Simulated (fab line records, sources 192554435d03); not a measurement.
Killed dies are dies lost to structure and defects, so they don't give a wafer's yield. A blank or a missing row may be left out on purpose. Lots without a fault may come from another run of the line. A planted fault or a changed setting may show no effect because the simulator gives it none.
fab line records | flow n5_finfet
record lots=4 wafers=12 last_day=16
route steps=1938 shown BEOL_M4@1099 BEOL_M5@1112 BEOL_M14@1767 PASSIVATION@1936
lots that met no fault: from a run of the same line without faults
start_h: hours from the record's first day to the start of the lot's first wafer shown | wait_h: hours since the lot's step before | " the same as in the row above | L1.1+2: a row that stands for several wafers | - no value, or no start given | * or withheld: withheld | < > ~ a bound
route shown NAME@n: a module of which the file shows steps, and the number in the route of the first | usual: mean/standard deviation of fault-free wafers | same: alike in all rows | chamber/n: place in a boat | sites: the reading at each site | _std_site: their standard deviation | _edge_site: outer sites' mean less inner sites' | radius_mm: how far each site lies from the wafer's centre | mask NAME#n: copy n | behind: the tool/chamber that last shaped the wafer | hold: why the lot was held/for how many hours/how that ended | device: the transistor (n, p or np) that didn't switch | end of line: the same wafers' tests at the end of the route | a step without rows: its recipe alone | killed: dies lost to structure and defects at the first sort, not the wafer's yield | map: a wafer's dies, x killed, . not, _ none there
set.NAME: the setting as run; set.NAME@STEP: as run at that earlier step | model.NAME: the simulator's own value behind a step, which no gauge read
lots at some steps of the route; a table a step, a row a wafer
services: from which hour (start_h, from the record's first day; less than 0 if before it) a tool's chamber was out of use, for how many hours, and why
## steps
# step N5_BEOL_M4_ANNEAL_95
# recipe temp_c=400 time_s=240 ambient=vacuum
# step N5_BEOL_M4_SPUTTER_96
# recipe material=Cu target_thk_a=45 temp_c=-20 chamber_pressure_pa=0.07 power_w=withheld time_s=8.29
# step N5_BEOL_M4_ECD_50
# recipe material=Cu target_thk_a=3000
# step N5_BEOL_M4_ANNEAL_51
# recipe temp_c=225 time_s=90 ambient=N2
# step N5_BEOL_M4_CMP_52
# recipe stop_on=SiOC t_overpolish_s=6.8 down_force_psi=1 platen_rpm=50 clearing_platen_down_force_psi=1.5 clearing_platen_rpm=50 post_cmp_clean=cu_alkaline target_thk_nm=40 clearing_platen_pad_velocity_m_s=0.99484 pad_velocity_m_s=0.99484
# step N5_BEOL_M4_PRE_CLEAN_60
# recipe gas=NH3/H2 time_s=15 temp_c=* rf_power_w=300
# step N5_BEOL_M4_CO_CAP_55
# recipe material=Co target_thk_a=20 temp_c=200 precursor=CCTBA/H2 pressure_torr=30 time_s=102.1
# step N5_BEOL_M4_PRE_CLEAN_56
# recipe gas=NH3 time_s=15 temp_c=withheld rf_power_w=300
# step N5_BEOL_M4_DEP_57
# recipe material=SiCN target_thk_a=80 temp_c=withheld precursor=3MS/NH3 pressure_torr=3 rf_w=202 time_s=14
# step N5_BEOL_M4_RC_MEAS_101
# usual DIBL_N=37.1/1.9 DIBL_P=37.2/2.3 IOFF_N=0.18/0.04 IOFF_P=0.23/0.044 ION_N=682/11 ION_P=468/8.6 SS_N=71.9/0.68 SS_P=73.5/0.74 VT_N=248/3.4 VT_P=-248/3.4
# columns lot.wafer tool chamber start_h wait_h DIBL_N[mV/V] DIBL_P[mV/V] IOFF_N[nA/um] IOFF_P[nA/um] ION_N[uA/um] ION_P[uA/um] SS_N[mV/dec] SS_P[mV/dec] VT_N[mV] VT_P[mV]
L361.1 prober-02 0 187.81 0.0 35.0 33.4 0.14 0.22 674 466 71.5 73.0 250 -246
L361.4 " 0 " " 36.5 35.6 0.17 0.26 690 479 72.0 73.5 250 -245
L361.5 " 0 " " 35.3 34.0 0.15 0.23 680 475 71.0 72.9 249 -243
L369.1 prober-02 0 234.82 0.0 38.1 40.6 0.19 0.26 701 486 71.8 73.6 249 -247
L369.2 " 0 " " 39.0 40.5 0.20 0.26 689 473 72.0 74.4 246 -249
L369.3 " 0 " " 38.6 40.7 0.20 0.27 700 483 72.8 74.3 245 -247
L375.2 prober-02 0 265.80 0.2 36.7 37.1 0.16 0.21 698 477 71.9 73.5 249 -251
L375.4 " 0 " " 36.0 35.5 0.14 0.19 677 462 71.0 73.0 251 -252
L375.6 " 0 " " 37.8 38.8 0.18 0.23 687 474 72.7 73.9 247 -250
L379.1 prober-02 0 295.37 0.0 40.0 39.4 0.24 0.25 687 466 73.4 73.9 243 -250
L379.4 " 0 " " 39.3 39.9 0.23 0.27 700 475 72.2 74.8 246 -248
L379.6 " 0 " " 41.0 39.7 0.28 0.27 695 464 73.7 74.2 244 -248
# step N5_BEOL_M5_ILD_DEP_00
# recipe material=SiCOH_lowk target_thk_a=1406.4 temp_c=300 precursor=DEMS/porogen pressure_torr=5 rf_w=500 time_s=25.9
# step N5_BEOL_M5_CURE_79
# recipe temp_c=385 time_s=240 ambient=He/Ar material=SiCOH_lowk
# step N5_BEOL_M5_PECVD_70
# recipe material=SiO2 target_thk_a=160 temp_c=400 precursor=TEOS/O2 pressure_torr=5.5 rf_w=450 teos_flow_sccm=53.8 gas=O2 flow_sccm=3000 time_s=18
# step N5_BEOL_M5_HM_DEP_02
# recipe material=TiN target_thk_a=200 temp_c=25 chamber_pressure_pa=0.49996
# step N5_BEOL_M5_COAT_59
# recipe resist=SOC temp_c=250 time_s=60 spin_rpm=1500 resist_thk_nm=60
# step N5_BEOL_M5_COAT_60
# recipe resist=SiARC temp_c=220 time_s=60 spin_rpm=1500 resist_thk_nm=12
# step N5_BEOL_M5_COAT_71
# recipe resist=underlayer temp_c=205 time_s=60 spin_rpm=1500 resist_thk_nm=5
# step N5_BEOL_M5_COAT_05
# recipe resist=CAR-EUV spin_rpm=1500 resist_thk_nm=30
# step N5_BEOL_M5_EBR_07
# recipe solvent=PGMEA ebr_width_mm=1.5
# step N5_BEOL_M5_SOFTBAKE_06
# recipe temp_c=110 time_s=60 resist=CAR-EUV
# step N5_BEOL_M5_EXPOSE_08
# recipe mask_id=M5 na=0.33 source_shape=annular sigma_inner=0.4 sigma_outer=0.8 polarization=unpolarized target_cd_nm=28 dose_mj=35.75
# step N5_BEOL_M5_PEB_09
# recipe peb_temp_c=100 peb_time_s=60 resist=CAR-EUV
# step N5_BEOL_M5_DEVELOP_10
# recipe develop_time_s=30 developer=TMAH resist=CAR-EUV rinse_liquid=surfactant_rinse dry=air_spin dev_temp_c=23
# step N5_BEOL_M5_DESCUM_16
# recipe chemistry=O2 time_s=7 source_power_w=50 bias_power_w=20 pressure_mtorr=20 rf_frequency_hz=2.712e+07 temp_c=40 resist=CAR-EUV o2_flow_sccm=225
# step N5_BEOL_M5_ETCH_72
# recipe chemistry=N2/H2 target=underlayer target_depth_a=65 mask_material=CAR-EUV time_s=5.2 ion_energy_ev=200 pressure_mtorr=30 source_w=840 bias_w=150 n2_flow_sccm=200 h2_flow_sccm=200 ends=cleared
# step N5_BEOL_M5_ETCH_61
# recipe chemistry=CF4 target=SiARC target_depth_a=156 mask_material=CAR-EUV time_s=26 ion_energy_ev=80 pressure_mtorr=40 source_w=545 bias_w=36 Ar_flow_sccm=100 cf4_flow_sccm=100 ends=cleared
# step N5_BEOL_M5_ETCH_62
# recipe chemistry=N2/H2 target=SOC target_depth_a=750 overetch_a=150 mask_material=SiARC temp_c=40 time_s=112.5 ion_energy_ev=200 pressure_mtorr=30 source_w=840 bias_w=150 n2_flow_sccm=200 h2_flow_sccm=200
# step N5_BEOL_M5_STRIP_63
# recipe chemistry=N2/H2 temp_c=40 n2_flow_sccm=200 h2_flow_sccm=200 rf_frequency_hz=6e+07
# step N5_BEOL_M5_STRIP_73
# recipe chemistry=N2/H2 temp_c=40 n2_flow_sccm=200 h2_flow_sccm=200 rf_frequency_hz=6e+07
# step N5_BEOL_M5_STRIP_64
# recipe chemistry=CF4 resist=SiARC power_w=300 bias_power_w=75 pressure_mtorr=50 cf4_flow_sccm=150 rf_frequency_hz=6e+07
# step N5_BEOL_M5_HM_OPEN_17
# recipe chemistry=Cl2/BCl3 target_depth_a=200 overetch_a=60 target=TiN mask_material=SOC ion_energy_ev=150 pressure_mtorr=10 icp_w=1000 bias_w=126 Cl2_flow_sccm=53.25 bcl3_flow_sccm=21.75 Ar_flow_sccm=25
# step N5_BEOL_M5_STRIP_19
# recipe chemistry=O2 power_w=400 temp_c=40 pressure_mtorr=30 rf_frequency_hz=6e+07 bias_power_w=0 overash_fraction=0.2 o2_flow_sccm=225
# step N5_BEOL_M5_COAT_65
# recipe resist=SOC temp_c=250 time_s=60 spin_rpm=1500 resist_thk_nm=60
# step N5_BEOL_M5_COAT_66
# recipe resist=SiARC temp_c=220 time_s=60 spin_rpm=1500 resist_thk_nm=12
# step N5_BEOL_M14_CMP_49
# recipe stop_on=SiO2 t_overpolish_s=5.2 down_force_psi=2 platen_rpm=80 clearing_platen_down_force_psi=2 clearing_platen_rpm=80 post_cmp_clean=cu_alkaline target_thk_nm=560 clearing_platen_pad_velocity_m_s=1.5917 pad_velocity_m_s=1.5917
# usual barrier_field_endpoint_s=11.40/0.28 motor_current_A=7.8/0.98 overpolish_run_s=5.200/0.0092 retaining_ring_pressure_frac=1.000/0.0046 time_to_endpoint_s=122/4.1
# columns lot.wafer tool chamber start_h wait_h barrier_field_endpoint_s motor_current_A overpolish_run_s retaining_ring_pressure_frac time_to_endpoint_s
L361.4 cmp-02 1 262.16 0.2 11.47 8.5 5.196 0.998 127
L361.1 " 2 " " 10.97 7.4 5.199 0.996 112
L361.5 " 1 " " 11.28 8.8 5.191 0.996 124
L369.1 cmp-02 2 320.88 0.3 11.66 7.7 5.218 1.009 122
L369.2 " 3 " " 11.80 8.0 5.183 1.001 130
L369.3 " 0 " " 24.34 7.8 1.657 1.004 155
L375.4 cmp-02 2 348.01 0.2 11.39 7.3 5.193 0.999 122
L375.2 " 0 " " 23.47 7.5 2.523 1.000 156
L375.6 " 2 " " 11.07 7.5 5.203 0.997 116
L379.1 cmp-04 2 372.91 0.3 11.64 7.0 5.209 1.002 121
L379.4 " 3 " " 11.69 7.8 5.195 0.999 123
L379.6 " 0 " " 11.59 6.8 5.196 0.999 124
# step N5_BEOL_M14_THK_MEAS_50
# recipe thk_meas_gauge=xrf reads=Cu_of_BEOL_M14_ECD_47
# usual M14_THK=565/12
# columns lot.wafer tool chamber start_h wait_h M14_THK[nm]
L361.1 film_metro-01 - 262.42 - 565
L361.4 " - " " 565
L361.5 " - " " 568
L369.1 film_metro-01 - 321.17 - 590
L369.2 " - " " 559
L369.3 " - " " 1057
L375.2 film_metro-01 - 348.27 - 1071
L375.4 " - " " 580
L375.6 " - " " 578
L379.1 film_metro-01 - 373.13 - 568
L379.4 " - " " 563
L379.6 " - " " 568
# step N5_BEOL_M14_INSPECT_55
# recipe inspect_instrument=darkfield mode=post_dep
# usual raw_defect_count=69/24
# columns lot.wafer tool chamber start_h wait_h raw_defect_count
L361.1 defect_inspect-01 - 262.57 0.0 34
L361.4 " - " " 41
L361.5 " - " " 74
L369.1 defect_inspect-02 - 321.33 0.0 67
L369.2 " - " " 41
L369.3 " - " " 6471
L375.2 defect_inspect-02 - 348.43 0.0 6347
L375.4 " - " " 72
L375.6 " - " " 51
L379.1 defect_inspect-01 - 373.28 0.0 49
L379.4 " - " " 42
L379.6 " - " " 47
# step N5_PASSIVATION_PROBE_49
# usual defect_limited_yield=91.5/1.4 killed_at_M0_to_M3=32/9.7 killed_at_M4_up=14/5.3 killed_at_contacts=11/6 killed_at_front_end=39/14 killed_at_other=3.3/2.7 killed_dies=100/17 killed_on_rim=14/4 killed_open=66/13 killed_short=32/7.4 sort_bin_5_function=4.9/0.9 sort_bin_6_memory=3.2/0.72 sort_n_pass=1080/17 sort_yield_pct=91.5/1.4
# same gross_dies=1180 killed_at_back_side=0 sort_bin_4_leakage[%]=0 sort_bin_8_speed[%]=0
# columns lot.wafer tool chamber start_h wait_h defect_limited_yield[%] killed_at_M0_to_M3 killed_at_M4_up killed_at_contacts killed_at_front_end killed_at_other killed_dies killed_on_rim killed_open killed_short sort_bin_5_function[%] sort_bin_6_memory[%] sort_n_pass sort_yield_pct[%]
L361.1 prober-02 - 283.71 0.3 93.5 19 19 10 23 6 77 7 48 27 3.5 2.7 1103 93.5
L361.4 prober-02 - 283.86 0.5 91.9 32 11 8 39 6 96 10 62 32 3.3 4.4 1084 91.9
L361.5 prober-02 - 283.91 0.5 92.0 19 8 8 49 10 94 16 60 33 4.5 3.0 1086 92.0
L369.1 prober-01 - 341.51 0.0 89.9 36 12 4 63 4 119 16 77 42 5.8 3.6 1061 89.9
L369.2 prober-01 - 341.56 0.1 90.3 40 17 18 38 2 115 16 83 29 6.1 3.4 1065 90.3
L369.3 prober-01 - 341.61 0.1 0 59 1069 10 41 1 1180 152 101 32 6.9 4.1 0 0
L375.2 prober-01 - 367.98 0.1 0 29 1089 9 49 4 1180 152 53 37 4.7 2.9 0 0
L375.4 prober-01 - 368.08 0.2 91.8 32 10 11 42 2 97 10 65 30 5.6 2.6 1083 91.8
L375.6 prober-01 - 368.18 0.3 89.4 44 10 5 65 1 125 17 60 55 5.5 4.1 1055 89.4
L379.1 prober-02 - 392.28 0.0 89.1 57 10 11 49 2 129 20 85 38 5.7 4.8 1051 89.1
L379.4 prober-02 - 392.43 0.2 87.7 46 18 9 71 1 145 18 86 58 7.0 5.0 1035 87.7
L379.6 prober-02 - 392.53 0.3 88.1 51 12 3 71 3 140 19 84 52 6.0 5.2 1040 88.1
# killed by level:class
L361.1 BEOL_M4:geometric_particle:open=10 MOL_CONTACT_COAG:geometric_particle:open=7 STI_FIN_REVEAL:geometric_particle:open=6 BEOL_M0_SAQP:geometric_particle:short=6 BEOL_M3:geometric_particle:open=5 FIN_SAQP:geometric_particle:open=3 MOL_CONTACT_COAG:geometric_particle:short=3 STARTING-WAFER:geometric_particle:short=3
L361.4 FIN_SAQP:geometric_particle:open=8 MOL_CONTACT_COAG:geometric_particle:open=7 BEOL_M0_SAQP:geometric_particle:open=7 BEOL_M1:geometric_particle:open=7 BEOL_M3:geometric_particle:open=7 FIN_SAQP:geometric_particle:short=6 BEOL_M0_SAQP:geometric_particle:short=5 STARTING-WAFER:geometric_particle:open=5
L361.5 STI_FIN_REVEAL:geometric_particle:open=19 MOL_CONTACT_COAG:geometric_particle:open=8 BEOL_M3:geometric_particle:open=6 FIN_SAQP:geometric_particle:open=5 STI_FIN_REVEAL:geometric_particle:short=5 BEOL_M1:geometric_particle:open=5 FIN_SAQP:geometric_particle:short=4 BEOL_M1:geometric_particle:short=4
L369.1 FIN_SAQP:geometric_particle:short=19 FIN_SAQP:geometric_particle:open=17 BEOL_M2:geometric_particle:open=12 STI_FIN_REVEAL:geometric_particle:open=11 BEOL_M4:geometric_particle:open=8 BEOL_M0_SAQP:geometric_particle:short=4 BEOL_M0:geometric_particle:open=4 BEOL_M1:geometric_particle:open=4
L369.2 BEOL_M2:geometric_particle:open=15 MOL_CONTACT_COAG:geometric_particle:open=13 FIN_SAQP:geometric_particle:open=9 BEOL_M4:geometric_particle:open=9 STI_FIN_REVEAL:geometric_particle:open=8 BEOL_M0_SAQP:geometric_particle:open=6 BEOL_M1:geometric_particle:open=6 MOL_CONTACT_COAG:geometric_particle:short=5
L369.3 BEOL_M14:area_cmp=1045 BEOL_M4:geometric_particle:open=17 FIN_SAQP:geometric_particle:open=16 BEOL_M2:geometric_particle:open=15 BEOL_M3:geometric_particle:open=15 FIN_SAQP:geometric_particle:short=11 BEOL_M0_SAQP:geometric_particle:open=11 MOL_CONTACT_COAG:geometric_particle:open=9
L375.2 BEOL_M14:area_cmp=1086 FIN_SAQP:geometric_particle:short=14 FIN_SAQP:geometric_particle:open=8 MOL_CONTACT_COAG:geometric_particle:open=8 BEOL_M0_SAQP:geometric_particle:short=8 BEOL_M0_SAQP:geometric_particle:open=8 DUMMY_GATE:geometric_particle:open=7 BEOL_M2:geometric_particle:open=6
L375.4 STI_FIN_REVEAL:geometric_particle:open=13 MOL_CONTACT_COAG:geometric_particle:open=8 BEOL_M0_SAQP:geometric_particle:open=7 FIN_SAQP:geometric_particle:open=6 BEOL_M2:geometric_particle:open=6 BEOL_M0_SAQP:geometric_particle:short=5 FIN_SAQP:geometric_particle:short=3 DUMMY_GATE:geometric_particle:open=3
L375.6 FIN_SAQP:geometric_particle:short=20 BEOL_M0_SAQP:geometric_particle:open=17 STI_FIN_REVEAL:geometric_particle:open=13 BEOL_M0_SAQP:geometric_particle:short=11 FIN_SAQP:geometric_particle:open=8 HKMG_FIN:area_etch=8 BEOL_M1:geometric_particle:open=4 BEOL_M2:geometric_particle:short=4
L379.1 FIN_SAQP:geometric_particle:open=20 BEOL_M0_SAQP:geometric_particle:open=17 BEOL_M0_SAQP:geometric_particle:short=16 BEOL_M3:geometric_particle:open=14 MOL_CONTACT_COAG:geometric_particle:open=8 FIN_SAQP:geometric_particle:short=6 STI_FIN_REVEAL:geometric_particle:open=4 STARTING-WAFER:geometric_particle:open=4
L379.4 FIN_SAQP:geometric_particle:open=27 FIN_SAQP:geometric_particle:short=16 BEOL_M0_SAQP:geometric_particle:short=14 BEOL_M0_SAQP:geometric_particle:open=12 GATE_CUT:geometric_particle:short=9 STI_FIN_REVEAL:geometric_particle:open=7 BEOL_M2:geometric_particle:open=7 MOL_CONTACT_COAG:geometric_particle:open=6
L379.6 FIN_SAQP:geometric_particle:open=18 BEOL_M0_SAQP:geometric_particle:short=17 BEOL_M0_SAQP:geometric_particle:open=13 FIN_SAQP:geometric_particle:short=11 STI_FIN_REVEAL:geometric_particle:open=11 BEOL_M1:geometric_particle:open=8 DUMMY_GATE:geometric_particle:open=5 ILD0:geometric_particle:open=5
# map L369.3 (x killed, . not)
_________________xxxxxxxxxxxx________________
______________xxxxxxxxxxxxxxxxxx_____________
___________xxxxxxxxxxxxxxxxxxxxxxxx__________
__________xxxxxxxxxxxxxxxxxxxxxxxxxx_________
________xxxxxxxxxxxxxxxxxxxxxxxxxxxxxx_______
_______xxxxxxxxxxxxxxxxxxxxxxxxxxxxxxxx______
______xxxxxxxxxxxxxxxxxxxxxxxxxxxxxxxxxx_____
_____xxxxxxxxxxxxxxxxxxxxxxxxxxxxxxxxxxxx____
____xxxxxxxxxxxxxxxxxxxxxxxxxxxxxxxxxxxxxx___
___xxxxxxxxxxxxxxxxxxxxxxxxxxxxxxxxxxxxxxxx__
___xxxxxxxxxxxxxxxxxxxxxxxxxxxxxxxxxxxxxxxx__
__xxxxxxxxxxxxxxxxxxxxxxxxxxxxxxxxxxxxxxxxxx_
__xxxxxxxxxxxxxxxxxxxxxxxxxxxxxxxxxxxxxxxxxx_
_xxxxxxxxxxxxxxxxxxxxxxxxxxxxxxxxxxxxxxxxxxxx
_xxxxxxxxxxxxxxxxxxxxxxxxxxxxxxxxxxxxxxxxxxxx
_xxxxxxxxxxxxxxxxxxxxxxxxxxxxxxxxxxxxxxxxxxxx
_xxxxxxxxxxxxxxxxxxxxxxxxxxxxxxxxxxxxxxxxxxxx
_xxxxxxxxxxxxxxxxxxxxxxxxxxxxxxxxxxxxxxxxxxxx
_xxxxxxxxxxxxxxxxxxxxxxxxxxxxxxxxxxxxxxxxxxxx
_xxxxxxxxxxxxxxxxxxxxxxxxxxxxxxxxxxxxxxxxxxxx
_xxxxxxxxxxxxxxxxxxxxxxxxxxxxxxxxxxxxxxxxxxxx
__xxxxxxxxxxxxxxxxxxxxxxxxxxxxxxxxxxxxxxxxxx_
__xxxxxxxxxxxxxxxxxxxxxxxxxxxxxxxxxxxxxxxxxx_
___xxxxxxxxxxxxxxxxxxxxxxxxxxxxxxxxxxxxxxxx__
___xxxxxxxxxxxxxxxxxxxxxxxxxxxxxxxxxxxxxxxx__
____xxxxxxxxxxxxxxxxxxxxxxxxxxxxxxxxxxxxxx___
_____xxxxxxxxxxxxxxxxxxxxxxxxxxxxxxxxxxxx____
______xxxxxxxxxxxxxxxxxxxxxxxxxxxxxxxxxx_____
_______xxxxxxxxxxxxxxxxxxxxxxxxxxxxxxxx______
________xxxxxxxxxxxxxxxxxxxxxxxxxxxxxx_______
__________xxxxxxxxxxxxxxxxxxxxxxxxxx_________
___________xxxxxxxxxxxxxxxxxxxxxxxx__________
______________xxxxxxxxxxxxxxxxxx_____________
_________________xxxxxxxxxxxx________________
# map L375.2 (x killed, . not)
_________________xxxxxxxxxxxx________________
______________xxxxxxxxxxxxxxxxxx_____________
___________xxxxxxxxxxxxxxxxxxxxxxxx__________
__________xxxxxxxxxxxxxxxxxxxxxxxxxx_________
________xxxxxxxxxxxxxxxxxxxxxxxxxxxxxx_______
_______xxxxxxxxxxxxxxxxxxxxxxxxxxxxxxxx______
______xxxxxxxxxxxxxxxxxxxxxxxxxxxxxxxxxx_____
_____xxxxxxxxxxxxxxxxxxxxxxxxxxxxxxxxxxxx____
____xxxxxxxxxxxxxxxxxxxxxxxxxxxxxxxxxxxxxx___
___xxxxxxxxxxxxxxxxxxxxxxxxxxxxxxxxxxxxxxxx__
___xxxxxxxxxxxxxxxxxxxxxxxxxxxxxxxxxxxxxxxx__
__xxxxxxxxxxxxxxxxxxxxxxxxxxxxxxxxxxxxxxxxxx_
__xxxxxxxxxxxxxxxxxxxxxxxxxxxxxxxxxxxxxxxxxx_
_xxxxxxxxxxxxxxxxxxxxxxxxxxxxxxxxxxxxxxxxxxxx
_xxxxxxxxxxxxxxxxxxxxxxxxxxxxxxxxxxxxxxxxxxxx
_xxxxxxxxxxxxxxxxxxxxxxxxxxxxxxxxxxxxxxxxxxxx
_xxxxxxxxxxxxxxxxxxxxxxxxxxxxxxxxxxxxxxxxxxxx
_xxxxxxxxxxxxxxxxxxxxxxxxxxxxxxxxxxxxxxxxxxxx
_xxxxxxxxxxxxxxxxxxxxxxxxxxxxxxxxxxxxxxxxxxxx
_xxxxxxxxxxxxxxxxxxxxxxxxxxxxxxxxxxxxxxxxxxxx
_xxxxxxxxxxxxxxxxxxxxxxxxxxxxxxxxxxxxxxxxxxxx
__xxxxxxxxxxxxxxxxxxxxxxxxxxxxxxxxxxxxxxxxxx_
__xxxxxxxxxxxxxxxxxxxxxxxxxxxxxxxxxxxxxxxxxx_
___xxxxxxxxxxxxxxxxxxxxxxxxxxxxxxxxxxxxxxxx__
___xxxxxxxxxxxxxxxxxxxxxxxxxxxxxxxxxxxxxxxx__
____xxxxxxxxxxxxxxxxxxxxxxxxxxxxxxxxxxxxxx___
_____xxxxxxxxxxxxxxxxxxxxxxxxxxxxxxxxxxxx____
______xxxxxxxxxxxxxxxxxxxxxxxxxxxxxxxxxx_____
_______xxxxxxxxxxxxxxxxxxxxxxxxxxxxxxxx______
________xxxxxxxxxxxxxxxxxxxxxxxxxxxxxx_______
__________xxxxxxxxxxxxxxxxxxxxxxxxxx_________
___________xxxxxxxxxxxxxxxxxxxxxxxx__________
______________xxxxxxxxxxxxxxxxxx_____________
_________________xxxxxxxxxxxx________________
## services
# columns tool chamber start_h hours kind
cmp-04 - 244.50 5.0 repair
cmp-02 - 256.81 4.4 pm
cmp-04 - 320.90 7.0 repair
cmp-04 - 332.15 4.0 pm
cmp-04 - 336.15 - consumable_replace:conditioner
cmp-04 - 336.15 - consumable_replace:pad
## key
first_sign step=N5_BEOL_M14_CMP_49 reading=overpolish_run_s direction=down sigmas=99+ usual=5.200 struck=2.090
effect step=N5_BEOL_M14_CMP_49 reading=barrier_field_endpoint_s direction=up sigmas=44 usual=11.40 struck=23.91
effect step=N5_BEOL_M14_THK_MEAS_50 reading=M14_THK direction=up sigmas=40 usual=565 struck=1064
effect step=N5_BEOL_M14_INSPECT_55 reading=raw_defect_count direction=up sigmas=99+ usual=69 struck=6409
effect step=N5_PASSIVATION_PROBE_49 reading=killed_at_M4_up direction=up sigmas=99+ usual=14 struck=1079
more_kills_born_at N5_BEOL_M14_CMP_49@cmp-02=2131
met_at N5_BEOL_M14_CMP_49
struck_wafers L369.3,L375.2
later_rows_left_out L369.3,L375.2
fault kind=process_parameter_drift tool=cmp-02 chamber=0 onset_h=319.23 steps=N5_BEOL_M14_CMP_49 channel=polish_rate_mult offset=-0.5 shape=step end_h=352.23
# later_rows_left_out: the simulator's readings of these wafers behind a module that went badly wrong aren't trusted and aren't shown, but for the sort
